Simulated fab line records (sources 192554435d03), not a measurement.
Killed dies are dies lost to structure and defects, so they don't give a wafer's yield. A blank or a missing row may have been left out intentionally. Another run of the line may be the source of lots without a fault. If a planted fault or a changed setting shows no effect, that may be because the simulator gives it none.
Problem report in the 8D (eight disciplines) form, filled by code + flow n5Finfet + the parts of the form that need people (team, actions taken, sign-off) are left out

1. WHAT WENT WRONG
oesProductAu at N5_BEOL_M0_SAQP_MANDREL1_REMOVE_100 reads a mean of 0.857 a.u. on 1 wafer of 1 lot; wafers without a fault read 0.990 a.u. with a standard deviation of 0.02. That is -6.7 standard deviations from the usual mean.
The step: chemistry HBr/Cl2/O2, target a-Si, stops on SiNx, bt time 10 s.
The first sign was on wafer L877.6 at day 9 23:44, on rieSi-04. Wafers with a number at this step in the record: 9, from 3 lots. Rule for "out" (also "out of limits"): further than 4 standard deviations from the usual mean. Any other wafer with a number is counted as sound.

2. WHAT IT IS, AND WHAT IT ISN'T
| question                    | is               | is not                                                             |
|-----------------------------|------------------|--------------------------------------------------------------------|
| which readings at this step | oesProductAu     | drypumpMotorCurrentA, throttleValvePct                             |
| which lots                  | L877             | L869, L882                                                         |
| which wafers of those lots  | L877.6           | L877.2, L877.4                                                     |
| read on which tools         | rieSi-04         | rieSi-03, rieSi-05                                                 |
| when                        | from day 9 23:44 | up to then (5 sound wafers); but 3 sound wafers of L882 came after |

3. THE SUSPECTS, EACH WITH WHAT RULES IT OUT
Counting: a tool at a process step up to the reading stays a suspect if it ran every lot that is out. Sound lots after the first of them don't rule it out here, since some wafers of a struck lot are sound.
- rieDiel-02 at N5_BEOL_M0_SAQP_SPACER1_ETCHBACK_99 (etches SiO2 in CHF3/O2, target depth 15.4 nm, time 7.7 s): kept. It processed L877, the lot that is out, at day 9 23:38, and its most recent sound lot before then was L869 at day 8 01:12.
- rieSi-04 at N5_BEOL_M0_SAQP_MANDREL1_REMOVE_100 (chemistry HBr/Cl2/O2, target a-Si, stops on SiNx, bt time 10 s): kept. It ran the lot that is out, L877 (day 9 23:44). Out on those wafers are its own readings of oesProductAu.
- In rieDiel-02 at N5_BEOL_M0_SAQP_SPACER1_ETCHBACK_99, the wafers that are out were processed in chamber 3 and their sound lot-mates in chambers 1, 2.
What counting leaves: rieDiel-02 at N5_BEOL_M0_SAQP_SPACER1_ETCHBACK_99 and rieSi-04 at N5_BEOL_M0_SAQP_MANDREL1_REMOVE_100.

4. THE CAUSE (what the simulator had put in)
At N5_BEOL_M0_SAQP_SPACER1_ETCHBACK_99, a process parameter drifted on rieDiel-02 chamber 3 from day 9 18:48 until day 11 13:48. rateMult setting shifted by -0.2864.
Counting left 2 suspects, and this tool is among them.

5. SEQUENCE OF EFFECTS, ordered by route
Each row: a reading where the mean over the struck wafers with a number is more than 3 standard deviations away from the usual. Only readings whose record carries a usual standard deviation are examined. hours: median over the lots of the time between each lot's start at the first step of this table that gives one and its start at this step. sigmas: the change, counted in usual standard deviations.
| hours | step                                | reading             | usual      | on struck wafers | change | sigmas |
|-------|-------------------------------------|---------------------|------------|------------------|--------|--------|
| 0     | N5_BEOL_M0_SAQP_MANDREL1_REMOVE_100 | oesProductAu        | 0.990 a.u. | 0.857            | -0.133 | -6.7   |
| 0     | N5_BEOL_M0_SAQP_MANDREL_ETCH_103    | oesProductAu        | 0.676 a.u. | 0.587            | -0.089 | -6.8   |
| 224   | N5_PASSIVATION_PROBE_49             | defectLimitedYield  | 91.2 %     | 79.7             | -11.5  | -7.7   |
| 224   | N5_PASSIVATION_PROBE_49             | killed_at_M0_to_M3  | 36         | 184              | +148   | +15    |
| 224   | N5_PASSIVATION_PROBE_49             | killedDies          | 104        | 239              | +135   | +7.5   |
| 224   | N5_PASSIVATION_PROBE_49             | sort_bin_5_function | 5.2 %      | 16.9             | +11.7  | +12    |
| 224   | N5_PASSIVATION_PROBE_49             | sortNPass           | 1076       | 941              | -135   | -7.5   |
| 224   | N5_PASSIVATION_PROBE_49             | sortYieldPct        | 91.2 %     | 79.7             | -11.5  | -7.7   |
Its process steps:
- N5_BEOL_M0_SAQP_MANDREL1_REMOVE_100: chemistry HBr/Cl2/O2, target a-Si, stops on SiNx, bt time 10 s.
- N5_BEOL_M0_SAQP_MANDREL_ETCH_103: etches a-Si in HBr/Cl2, stops on SiCN, target depth 45 nm, bt time 10 s, time 27 s.
- N5_PASSIVATION_PROBE_49
Later measuring or inspecting steps at which every struck wafer that the step has a row for has a number for every such reading, and none has moved that far: N5_BEOL_M4_RC_MEAS_101.

6. WHAT WOULD HAVE CAUGHT IT SOONER
5 hours passed between the start of the fault at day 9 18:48 and the first reading out of limits in this record, taken at day 9 23:44.
An alarm limit of 4 standard deviations would not have fired on the tool readings at N5_BEOL_M0_SAQP_SPACER1_ETCHBACK_99 for which the record gives a usual standard deviation, since none of them was out on any struck wafer.
The start of N5_BEOL_M0_SAQP_SPACER1_ETCHBACK_99 on rieDiel-02 came by day 9 23:44 for every one of the lots that are out (1). Holding the tool at that point would not have protected any of them.
